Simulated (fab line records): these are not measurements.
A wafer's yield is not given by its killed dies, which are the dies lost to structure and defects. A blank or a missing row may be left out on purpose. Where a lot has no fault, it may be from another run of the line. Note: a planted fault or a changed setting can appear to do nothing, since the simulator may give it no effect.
A lot that was struck, set against a sound lot | flow nand_harc | 14 out of 1302 route steps
Sound: the wafers L801.1, L801.2, L801.6. Struck: wafers L795.1, L795.2, L795.4. The cause is named last.
Order at every step that has rows: each side's tool, ch and its chambers, its first start. Under that, the readings that differ: sound wafers | struck wafers | difference of the means | sigmas: that difference in standard deviations of wafers without a fault.
alike: same words and numbers on both sides, and readings whose means sit less than 2 such deviations apart. not compared: any withheld reading, any reading some wafer has no value for, any bound like >300 that may hide the same value, and any number with overlapping values for which the record gives no deviation.
The two part at a step that has a row with sigmas, a row that says differs or no value, or rows on one side only. Numbers that don't overlap but have no deviation are shown without sigmas and don't part them. A reading that every wafer of one side lacks parts them only if that side has two wafers or more.

first, 1 step without rows for these wafers: NHARC_A_CHANNEL_FILL_D1_SRD_12.
NHARC_A_CHANNEL_FILL_D1_INSPECT_13:
  sound on defect_inspect-01 at day 17 14:35; struck on defect_inspect-02 at day 14 17:56
  alike: raw_defect_count
NHARC_A_DECK1_JOINT_ETCHBACK_07: etches the open film in HBr, target depth 105 nm, time 26.9 s.
  sound on rie_si-01 ch 0,2,3, day 17 14:40; struck on rie_si-06 ch 1,2,3, day 14 18:00
  alike: drypump_motor_current_A, oes_product_au, throttle_valve_pct
  not compared: rf_hours_counter_h
then, 7 steps without rows for these wafers: NHARC_A_DECK1_JOINT_ETCH_25 (etches SiO2 in dHF, target depth 0.5 nm); NHARC_A_DECK1_JOINT_ETCH_19 (etches poly-Si in TMAH, target depth 3 nm); NHARC_A_DECK1_JOINT_ETCH_18 (etches SiO2 in dHF, target depth 3 nm); NHARC_A_DECK1_JOINT_WET_08 (chemistry H3PO4, time 86 s); NHARC_A_DECK1_JOINT_ETCH_09 (etches SiO2 in dHF, target depth 5 nm); NHARC_A_DECK1_JOINT_WET_10 (chemistry H3PO4, time 86 s); NHARC_A_DECK1_JOINT_ETCH_11 (etches SiO2 in dHF, target depth 35 nm).
NHARC_A_DECK1_JOINT_CVD_12: deposits poly-Si, target thk 90 nm, time 1800 s.
  struck on lpcvd_poly-02, day 15 04:26; sound on lpcvd_poly-02 ch 0, day 17 22:05
  no value came back on the struck wafers for pressure_mtorr (mTorr), run_length_s (s), spike_tc_centre_C (C); on the sound wafers pressure_mtorr (mTorr) reads 199.6 200.1 199.6
NHARC_A_DECK1_JOINT_CMP_13: polishes, target thk 51.023 nm.
  sound on cmp-01 ch 0,2,3, day 18 00:59; struck on cmp-02 ch 0,1,3, day 15 07:19
  reading                | sound       | struck | difference                    | sigmas
  time_to_endpoint_s (s) | 5.9 9.9 7.8 | - - -  | no value on the struck wafers |
  alike: motor_current_A
next, for these wafers, 1 step has no rows: NHARC_A_DECK1_JOINT_SRD_04.
-- the record jumps here: 13 days lie between the struck wafers' starts before and after (it left off in module A_DECK1_JOINT and takes up again in module END, whose first step shown is number 1302 of the route) --
NHARC_END_SORT_01:
  at this point the record logs the struck wafers (prober-01 ch 0, day 28 04:42) and has no rows for the sound ones

== WHERE THEY PART ==
Earliest at NHARC_A_DECK1_JOINT_CVD_12; latest, in this record, at NHARC_END_SORT_01.

WHY: the cause the simulator had injected
Step skipped in full: lpcvd_poly-02, at NHARC_A_DECK1_JOINT_CVD_12, from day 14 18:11 onward. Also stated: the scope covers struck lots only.
